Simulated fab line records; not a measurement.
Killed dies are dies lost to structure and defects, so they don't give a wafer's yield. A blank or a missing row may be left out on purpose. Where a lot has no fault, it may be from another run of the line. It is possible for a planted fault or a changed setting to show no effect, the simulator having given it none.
Chamber matching / flow n5-finfet / N5_BEOL_M1_PRE_CLEAN_60 on cvd-co-01: 3 sister chambers
The step time 15 s. 6 wafers are shown with their chamber, then 9 later ones without.

## EACH WAFER AND ITS CHAMBER
wafer=L087.1; chamber=0; heater-power-w (W)=75
wafer=L087.2; chamber=1; heater-power-w (W)=119
wafer=L087.3; chamber=2; heater-power-w (W)=69
wafer=L092.2; chamber=2; heater-power-w (W)=69
wafer=L092.4; chamber=0; heater-power-w (W)=77
wafer=L092.5; chamber=1; heater-power-w (W)=120

## WAFERS WITHOUT THEIR CHAMBER
wafer=L093.3; heater-power-w (W)=119
wafer=L093.5; heater-power-w (W)=118
wafer=L093.6; heater-power-w (W)=77
wafer=L095.1; heater-power-w (W)=76
wafer=L095.2; heater-power-w (W)=120
wafer=L095.3; heater-power-w (W)=71
wafer=L095.4; heater-power-w (W)=79
wafer=L095.5; heater-power-w (W)=120
wafer=L095.6; heater-power-w (W)=71

## WHICH CHAMBER EACH WENT THROUGH
wafer=L093.3; from the rows above=1; in truth=1
wafer=L093.5; from the rows above=1; in truth=1
wafer=L093.6; from the rows above=0; in truth=0
wafer=L095.1; from the rows above=0; in truth=0
wafer=L095.2; from the rows above=1; in truth=1
wafer=L095.3; from the rows above=2; in truth=2
wafer=L095.4; from the rows above=0; in truth=0
wafer=L095.5; from the rows above=1; in truth=1
wafer=L095.6; from the rows above=2; in truth=2
Correctly placed: 9 of 9. Can't be placed from these rows: 0. Number placed wrongly: 0.
How it was worked out, from the rows above alone: a wafer's distance from a chamber is the root of the sum, over the readings, of the square of ((its reading less the chamber's mean) divided by the reading's scatter). If the next closest chamber is less than 2 further off than the closest, the wafer can't be placed; otherwise it belongs to the closest. For every chamber, the mean is computed from those of its wafers that are shown. How the scatter is found: for the shown wafers, subtract from each reading the mean of its chamber, square and add these, divide the total by (wafers less chambers), then take the root.
